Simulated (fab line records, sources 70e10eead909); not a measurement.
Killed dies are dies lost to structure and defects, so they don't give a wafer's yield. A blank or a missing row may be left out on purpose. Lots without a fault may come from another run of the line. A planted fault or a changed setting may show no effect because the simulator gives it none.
Chamber matching | flow nand_harc | NHARC_P_M1_ETCH_35 on rie_diel-03: 4 sister chambers
The step etches the open film in N2/H2, target depth 40 nm, overetch 12 nm, time 43.94 s. 4 wafers are shown with their chamber, then 7 later ones without.

WAFERS WITH THEIR CHAMBER
wafer  | chamber | drypump_motor_current_A (A)
L247.1 | 0       | 5.3
L249.1 | 3       | 5.4
L251.1 | 2       | 5.8
L251.5 | 1       | 6.2

WAFERS WITHOUT THEIR CHAMBER
wafer  | drypump_motor_current_A (A)
L251.6 | 5.3
L262.1 | 5.8
L262.2 | 6.2
L262.3 | 5.4
L265.2 | 5.4
L265.3 | 6.3
L265.6 | 5.3

WHICH CHAMBER EACH WENT THROUGH
wafer  | from the rows above | in truth
L251.6 | 0                   | 0
L262.1 | 2                   | 2
L262.2 | 1                   | 1
L262.3 | 3                   | 3
L265.2 | 3                   | 3
L265.3 | 1                   | 1
L265.6 | 0                   | 0
Placed correctly: 7 of 7. Can't be placed from these rows: 0. Placed wrongly: 0.
How it was worked out, from the rows above alone: a wafer's distance from a chamber is the root of the sum, over the readings, of the square of ((its reading less the chamber's mean) divided by the reading's scatter). The wafer belongs to the nearest chamber; if the next one is less than 2 further off, it can't be placed. A chamber's mean is the mean of its shown wafers. The scatter: with one shown wafer a chamber, the root of the mean of the squares of how far each hidden wafer lies from its nearest shown one.
